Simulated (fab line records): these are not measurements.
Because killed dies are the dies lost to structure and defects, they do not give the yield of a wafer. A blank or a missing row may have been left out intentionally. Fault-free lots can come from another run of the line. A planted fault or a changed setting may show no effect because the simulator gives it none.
Chamber matching || flow nand harc || pecvd-02 running NHARC_A_M1_PRE_CLEAN_32: 3 sister chambers
The step time 12 s. 3 wafers are shown with their chamber, then 12 later ones without.

== WAFERS WITH THEIR CHAMBER ==
{"wafer": "L088.4", "chamber": 2, "heater power w (W)": 653}
{"wafer": "L089.1", "chamber": 0, "heater power w (W)": 624}
{"wafer": "L089.6", "chamber": 1, "heater power w (W)": 562}

== WAFERS WITH NO CHAMBER GIVEN ==
{"wafer": "L091.2", "heater power w (W)": 662}
{"wafer": "L091.3", "heater power w (W)": 676}
{"wafer": "L091.5", "heater power w (W)": 677}
{"wafer": "L093.1", "heater power w (W)": 468}
{"wafer": "L093.3", "heater power w (W)": 625}
{"wafer": "L093.5", "heater power w (W)": 476}
{"wafer": "L094.2", "heater power w (W)": 699}
{"wafer": "L094.4", "heater power w (W)": 675}
{"wafer": "L094.6", "heater power w (W)": 553}
{"wafer": "L097.2", "heater power w (W)": 566}
{"wafer": "L097.3", "heater power w (W)": 660}
{"wafer": "L097.4", "heater power w (W)": 671}

== EACH ONE'S CHAMBER ==
{"wafer": "L091.2", "from the rows above": "can't be placed: 2 or 0", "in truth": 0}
{"wafer": "L091.3", "from the rows above": "can't be placed: 2 or 0", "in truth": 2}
{"wafer": "L091.5", "from the rows above": "can't be placed: 2 or 0", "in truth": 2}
{"wafer": "L093.1", "from the rows above": "can't be placed: 1 or 0", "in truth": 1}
{"wafer": "L093.3", "from the rows above": "can't be placed: 0 or 2 or 1", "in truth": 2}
{"wafer": "L093.5", "from the rows above": "can't be placed: 1 or 0", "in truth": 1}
{"wafer": "L094.2", "from the rows above": "can't be placed: 2 or 0", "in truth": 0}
{"wafer": "L094.4", "from the rows above": "can't be placed: 2 or 0", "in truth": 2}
{"wafer": "L094.6", "from the rows above": "can't be placed: 1 or 0", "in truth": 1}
{"wafer": "L097.2", "from the rows above": "can't be placed: 1 or 0", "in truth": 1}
{"wafer": "L097.3", "from the rows above": "can't be placed: 2 or 0", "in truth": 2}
{"wafer": "L097.4", "from the rows above": "can't be placed: 2 or 0", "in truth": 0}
Correctly placed: 0 of 12. Cannot be placed on the basis of these rows: 12; the candidates contain the true chamber in 12. 0 placed wrongly.
How it was worked out, from the rows above alone: a wafer's distance from a chamber is the root of the sum, over the readings, of the square of ((its reading less the chamber's mean) divided by the reading's scatter). If the next closest chamber is less than 2 further off than the closest, the wafer can't be placed; otherwise it belongs to the closest. The mean given for a chamber averages the wafers shown for that chamber. The scatter: root of mean squared gap, hidden wafer to nearest shown wafer, with one shown wafer a chamber.
